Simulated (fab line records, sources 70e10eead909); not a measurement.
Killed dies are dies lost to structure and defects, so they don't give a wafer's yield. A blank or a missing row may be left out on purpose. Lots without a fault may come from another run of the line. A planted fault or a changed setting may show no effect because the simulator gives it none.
Which tool did it? | flow nand_harc | 24 lots, 72 wafers sampled, at 5 steps of a route of 1159

WHAT THE GAUGES READ, wafer by wafer
NHARC_A_M0_CD_MEAS_09: target cd 80 nm.
lot  | measured     | on        | cd_nm (nm)
L074 | day 18 02:56 | cd_sem-02 | 80.4 79.2 80.6
L075 | day 18 05:33 | cd_sem-02 | 81.3 80.2 81.1
L076 | day 18 07:16 | cd_sem-01 | 78.5 79.0 78.8
L077 | day 18 09:56 | cd_sem-03 | 80.3 81.2 80.8
L081 | day 18 19:11 | cd_sem-02 | 79.2 79.9 80.9
L078 | day 18 22:54 | cd_sem-02 | 79.7 80.4 79.1
L079 | day 18 23:29 | cd_sem-02 | 80.0 80.2 80.0
L082 | day 20 00:26 | cd_sem-02 | 79.6 80.5 80.3
L084 | day 20 00:49 | cd_sem-02 | 79.6 77.4 79.5
L080 | day 20 05:40 | cd_sem-03 | 80.7 80.6 80.6
L083 | day 20 21:23 | cd_sem-01 | 79.8 79.9 80.6
L085 | day 21 06:28 | cd_sem-03 | 80.5 81.5 80.3
L091 | day 21 23:30 | cd_sem-03 | 80.6 80.7 81.9
L087 | day 22 00:03 | cd_sem-01 | 80.2 81.7 80.7
L086 | day 22 01:58 | cd_sem-03 | 80.0 77.8 79.7
L088 | day 22 02:45 | cd_sem-01 | 79.3 78.6 80.2
L089 | day 22 07:41 | cd_sem-01 | 79.9 79.9 81.2
L090 | day 22 14:36 | cd_sem-02 | 81.3 81.0 81.4
L092 | day 22 15:21 | cd_sem-03 | 81.7 82.6 81.2
L094 | day 22 22:58 | cd_sem-02 | 79.8 80.6 81.2
L096 | day 22 23:51 | cd_sem-03 | 79.1 77.9 80.3
L093 | day 23 03:14 | cd_sem-03 | 82.0 81.2 81.3
L095 | day 23 14:51 | cd_sem-03 | 82.0 82.1 80.2
L097 | day 23 15:18 | cd_sem-03 | 81.2 82.1 81.7

NHARC_A_M0_THK_MEAS_24: measures by xrf.
lot  | measured     | on            | thk_nm (nm)
L074 | day 18 05:28 | film_metro-01 | 111.8 110.5 114.0
L075 | day 18 08:05 | film_metro-01 | 114.3 114.4 111.5
L076 | day 18 09:46 | film_metro-01 | 115.1 114.1 115.2
L077 | day 18 12:54 | film_metro-01 | 112.2 114.1 112.4
L081 | day 18 21:42 | film_metro-01 | 111.5 113.2 115.3
L078 | day 19 01:25 | film_metro-01 | 118.5 112.9 113.7
L079 | day 19 02:13 | film_metro-01 | 114.3 114.3 115.1
L082 | day 20 02:56 | film_metro-01 | 112.3 112.4 112.6
L084 | day 20 03:19 | film_metro-01 | 112.7 115.1 116.4
L080 | day 20 08:11 | film_metro-01 | 113.3 112.6 115.9
L083 | day 20 23:56 | film_metro-01 | 114.3 114.8 112.2
L085 | day 21 08:58 | film_metro-01 | 116.5 112.0 113.2
L091 | day 22 02:07 | film_metro-01 | 114.2 112.3 114.0
L087 | day 22 02:36 | film_metro-01 | 114.3 112.2 113.3
L086 | day 22 04:34 | film_metro-01 | 114.7 110.1 113.0
L088 | day 22 05:14 | film_metro-01 | 110.4 111.8 113.5
L089 | day 22 10:13 | film_metro-01 | 114.6 113.0 113.1
L090 | day 22 17:07 | film_metro-01 | 112.8 112.5 113.6
L092 | day 22 17:51 | film_metro-01 | 114.8 113.7 115.1
L094 | day 23 01:31 | film_metro-02 | 114.1 114.1 112.3
L096 | day 23 02:44 | film_metro-01 | 112.3 113.4 112.9
L093 | day 23 06:04 | film_metro-01 | 110.0 113.7 113.1
L095 | day 23 17:25 | film_metro-02 | 111.4 112.5 112.3
L097 | day 23 17:58 | film_metro-02 | 114.4 114.2 112.7

WHICH TOOL RAN EACH LOT (tool, then ch and the chambers of the sampled wafers, then the start)
lot  | NHARC_A_BLC_DESCUM_15              | NHARC_A_BLC_STRIP_21               | NHARC_A_BLC_PVD_32
L074 | rie_diel-10 ch 2,3, day 17 17:05   | rie_diel-02 ch 1,3, day 17 18:14   | pvd_sputter-03, day 18 02:56 or earlier
L075 | rie_diel-10 ch 0,1,2, day 18 01:43 | rie_diel-10 ch 0,1,3, day 18 02:52 | pvd_sputter-02, day 18 05:33 or earlier
L076 | rie_diel-02 ch 0,2, day 18 03:32   | rie_diel-04 ch 1,3, day 18 04:41   | pvd_sputter-03, day 18 07:16 or earlier
L077 | rie_diel-10 ch 0,2,3, day 18 06:02 | rie_diel-10 ch 2,3, day 18 07:11   | pvd_sputter-03, day 18 09:56 or earlier
L081 | rie_diel-10 ch 1,2, day 18 12:28   | rie_diel-10 ch 0,1, day 18 13:41   | pvd_sputter-02, day 18 19:11 or earlier
L078 | rie_diel-10 ch 1,2,3, day 18 19:09 | rie_diel-10 ch 0,1,2, day 18 20:20 | pvd_sputter-02, day 18 22:54 or earlier
L079 | rie_diel-02 ch 0,1,3, day 18 19:46 | rie_diel-10 ch 1,2,3, day 18 20:56 | pvd_sputter-03, day 18 23:29 or earlier
L082 | rie_diel-02 ch 0,1,3, day 19 20:43 | rie_diel-02 ch 0,2,3, day 19 21:52 | pvd_sputter-01, day 20 00:26 or earlier
L084 | rie_diel-10 ch 1,2, day 19 20:44   | rie_diel-10 ch 1,2, day 19 22:01   | pvd_sputter-03, day 20 00:49 or earlier
L080 | rie_diel-10 ch 2,3, day 20 01:49   | rie_diel-02 ch 1,2,3, day 20 02:59 | pvd_sputter-01, day 20 05:40 or earlier
L083 | rie_diel-02 ch 0,1,3, day 20 13:20 | rie_diel-10 ch 0,1,3, day 20 14:29 | pvd_sputter-02, day 20 21:23 or earlier
L085 | rie_diel-10 ch 0,2,3, day 20 15:03 | rie_diel-02 ch 0,1,3, day 20 16:13 | pvd_sputter-02, day 21 06:28 or earlier
L091 | rie_diel-10 ch 1,3, day 21 17:52   | rie_diel-10 ch 1,3, day 21 19:01   | pvd_sputter-03, day 21 23:30 or earlier
L087 | rie_diel-02 ch 0,2,3, day 21 18:02 | rie_diel-02 ch 1,2,3, day 21 19:11 | pvd_sputter-02, day 22 00:03 or earlier
L086 | rie_diel-10 ch 0,1,3, day 21 22:02 | rie_diel-10 ch 0,2,3, day 21 23:10 | pvd_sputter-02, day 22 01:58 or earlier
L088 | rie_diel-02 ch 1,2,3, day 21 22:54 | rie_diel-04 ch 1,2,3, day 22 00:03 | pvd_sputter-01, day 22 02:45 or earlier
L089 | rie_diel-02 ch 1,2, day 22 00:30   | rie_diel-10 ch 0,3, day 22 01:38   | pvd_sputter-03, day 22 07:41 or earlier
L090 | rie_diel-02 ch 1,2,3, day 22 10:43 | rie_diel-02 ch 1,2,3, day 22 11:52 | pvd_sputter-03, day 22 14:36 or earlier
L092 | rie_diel-10 ch 0,2,3, day 22 11:05 | rie_diel-02 ch 0,1, day 22 12:13   | pvd_sputter-02, day 22 15:21 or earlier
L094 | rie_diel-02 ch 0,1,2, day 22 18:29 | rie_diel-02 ch 1,2, day 22 19:37   | pvd_sputter-01, day 22 22:58 or earlier
L096 | rie_diel-02 ch 1,2, day 22 19:28   | rie_diel-10 ch 0,1, day 22 20:39   | pvd_sputter-01, day 22 23:51 or earlier
L093 | rie_diel-02 ch 1,2,3, day 22 21:32 | rie_diel-10 ch 1,3, day 22 22:41   | pvd_sputter-01, day 23 03:14 or earlier
L095 | rie_diel-02 ch 0,2,3, day 23 09:29 | rie_diel-02 ch 0,2, day 23 11:02   | pvd_sputter-03, day 23 14:51 or earlier
L097 | rie_diel-04 ch 0,1,3, day 23 09:55 | rie_diel-02 ch 1,2,3, day 23 11:13 | pvd_sputter-02, day 23 15:18 or earlier
- NHARC_A_BLC_DESCUM_15: chemistry O2, time 3 s.
- NHARC_A_BLC_STRIP_21: strips in O2.
- NHARC_A_BLC_PVD_32: deposits Ti, target thk 5 nm, time 17.7 s.

WHAT THE TOOLS THEMSELVES READ (means of the sampled wafers that have a number; where no wafer has one, the mark that the record gives instead)
NHARC_A_BLC_DESCUM_15.
lot  | tool        | drypump_motor_current_A (A) | oes_product_au (a.u.) | rf_vpp_V (V) | showerhead_plenum_p_Torr (Torr) | throttle_valve_pct (%)
L074 | rie_diel-10 | 5.3                         | 0.992                 | 58.0         | 1.92                            | 11.312
L075 | rie_diel-10 | 5.5                         | 1.006                 | 57.0         | 1.86                            | 11.320
L076 | rie_diel-02 | 5.9                         | 1.000                 | 57.7         | 2.03                            | 11.305
L077 | rie_diel-10 | 5.4                         | 1.002                 | 57.4         | 1.87                            | 11.309
L081 | rie_diel-10 | 5.4                         | 0.994                 | 58.8         | 1.90                            | 11.310
L078 | rie_diel-10 | 5.3                         | 1.004                 | 57.8         | 1.91                            | 11.316
L079 | rie_diel-02 | 6.1                         | 1.003                 | 58.1         | 1.93                            | 11.316
L082 | rie_diel-02 | 6.1                         | 1.005                 | 58.2         | 1.93                            | 11.307
L084 | rie_diel-10 | 5.4                         | 0.988                 | 57.2         | 1.90                            | 11.315
L080 | rie_diel-10 | 5.1                         | 0.987                 | 58.4         | 1.89                            | 11.313
L083 | rie_diel-02 | 6.1                         | 1.007                 | 57.5         | 1.93                            | 11.312
L085 | rie_diel-10 | 5.3                         | 0.993                 | 57.9         | 1.87                            | 11.302
L091 | rie_diel-10 | 5.5                         | 0.982                 | 57.1         | 1.93                            | 11.313
L087 | rie_diel-02 | 5.9                         | 1.013                 | 59.0         | 1.99                            | 11.319
L086 | rie_diel-10 | 5.6                         | 0.995                 | 58.4         | 1.89                            | 11.314
L088 | rie_diel-02 | 6.1                         | 0.999                 | 58.0         | 1.93                            | 11.316
L089 | rie_diel-02 | 6.1                         | 0.999                 | 58.8         | 1.97                            | 11.310
L090 | rie_diel-02 | 6.1                         | 0.997                 | 57.4         | 1.93                            | 11.317
L092 | rie_diel-10 | 5.4                         | 0.992                 | 58.6         | 1.87                            | 11.312
L094 | rie_diel-02 | 6.1                         | 1.011                 | 58.1         | 1.96                            | 11.308
L096 | rie_diel-02 | 6.3                         | 1.001                 | 57.7         | 1.91                            | 11.314
L093 | rie_diel-02 | 6.1                         | 0.999                 | 58.4         | 1.93                            | 11.313
L095 | rie_diel-02 | 5.9                         | 1.001                 | 57.6         | 1.99                            | 11.317
L097 | rie_diel-04 | 5.7                         | 1.004                 | 56.4         | 1.86                            | 11.312

NHARC_A_BLC_STRIP_21.
lot  | tool        | drypump_motor_current_A (A) | oes_product_au (a.u.) | rf_vpp_V (V) | showerhead_plenum_p_Torr (Torr) | throttle_valve_pct (%)
L074 | rie_diel-02 | 6.3                         | 0.991                 | 57.7         | 3.47                            | 17.027
L075 | rie_diel-10 | 5.6                         | 1.002                 | 57.3         | 3.48                            | 17.040
L076 | rie_diel-04 | 5.3                         | 1.002                 | 57.9         | 3.37                            | 17.036
L077 | rie_diel-10 | 5.3                         | 0.991                 | 58.4         | 3.53                            | 17.035
L081 | rie_diel-10 | 5.7                         | 1.009                 | 58.2         | 3.40                            | 17.040
L078 | rie_diel-10 | 5.4                         | 1.000                 | 57.1         | 3.44                            | 17.036
L079 | rie_diel-10 | 5.3                         | 0.991                 | 57.2         | 3.52                            | 17.036
L082 | rie_diel-02 | 5.9                         | 1.020                 | 58.2         | 3.66                            | 17.041
L084 | rie_diel-10 | 5.5                         | 0.992                 | 58.1         | 3.51                            | 17.042
L080 | rie_diel-02 | 6.1                         | 1.008                 | 58.2         | 3.57                            | 17.043
L083 | rie_diel-10 | 5.6                         | 0.999                 | 57.8         | 3.48                            | 17.032
L085 | rie_diel-02 | 6.1                         | 1.011                 | 58.4         | 3.55                            | 17.033
L091 | rie_diel-10 | 5.6                         | 0.984                 | 57.0         | 3.55                            | 17.031
L087 | rie_diel-02 | 6.1                         | 1.003                 | 57.9         | 3.57                            | 17.039
L086 | rie_diel-10 | 5.4                         | 0.985                 | 58.3         | 3.45                            | 17.030
L088 | rie_diel-04 | 5.3                         | 1.012                 | 58.1         | 3.44                            | 17.043
L089 | rie_diel-10 | 5.5                         | 1.000                 | 57.8         | 3.49                            | 17.032
L090 | rie_diel-02 | 6.1                         | 0.997                 | 57.4         | 3.56                            | 17.041
L092 | rie_diel-02 | 6.1                         | 1.006                 | 58.2         | 3.61                            | 17.026
L094 | rie_diel-02 | 6.1                         | 0.999                 | 58.0         | 3.63                            | 17.035
L096 | rie_diel-10 | 5.7                         | 1.000                 | 57.3         | 3.40                            | 17.034
L093 | rie_diel-10 | 5.5                         | 0.993                 | 57.6         | 3.56                            | 17.036
L095 | rie_diel-02 | 5.9                         | 1.005                 | 58.2         | 3.72                            | 17.044
L097 | rie_diel-02 | 6.1                         | 0.999                 | 57.7         | 3.56                            | 17.044

NHARC_A_BLC_PVD_32.
lot  | tool           | throttle_valve_pct (%)
L074 | pvd_sputter-03 | 30.8
L075 | pvd_sputter-02 | 30.7
L076 | pvd_sputter-03 | 30.4
L077 | pvd_sputter-03 | 29.7
L081 | pvd_sputter-02 | 28.8
L078 | pvd_sputter-02 | 30.0
L079 | pvd_sputter-03 | 30.5
L082 | pvd_sputter-01 | 30.1
L084 | pvd_sputter-03 | 30.4
L080 | pvd_sputter-01 | 30.0
L083 | pvd_sputter-02 | 29.9
L085 | pvd_sputter-02 | 30.7
L091 | pvd_sputter-03 | 29.9
L087 | pvd_sputter-02 | 29.7
L086 | pvd_sputter-02 | 29.8
L088 | pvd_sputter-01 | 30.0
L089 | pvd_sputter-03 | 30.9
L090 | pvd_sputter-03 | 30.4
L092 | pvd_sputter-02 | 29.3
L094 | pvd_sputter-01 | 30.4
L096 | pvd_sputter-01 | 30.4
L093 | pvd_sputter-01 | 30.0
L095 | pvd_sputter-03 | 29.9
L097 | pvd_sputter-02 | 30.2

THE ANSWER, worked out from the rows above alone
Rule: what is usual is taken from the lots themselves. Put in order of their means at a reading, lots are off if they are a third of the lots or fewer, leave a main group of 4 or more, and stand apart from it by a gap of 3 or more times the standard deviation of the main group's means; of several such gaps the widest counts. A main group whose means are all the same, to the digits that the tables above print for the reading, isn't used. A lot without any number at a reading at which 4 lots or more have one is off too. The other lots that the step has rows for count as sound. The gauges are gone through in route order, then the tools' own readings, and for those a lot's mean is taken as printed above. The first step at which some lot is off is used, and at that step the reading that is off furthest; a lot without a number counts as furthest.
No lot is off at any reading shown: from this, nothing can be told.

WHAT THE SIMULATOR HAD PUT IN
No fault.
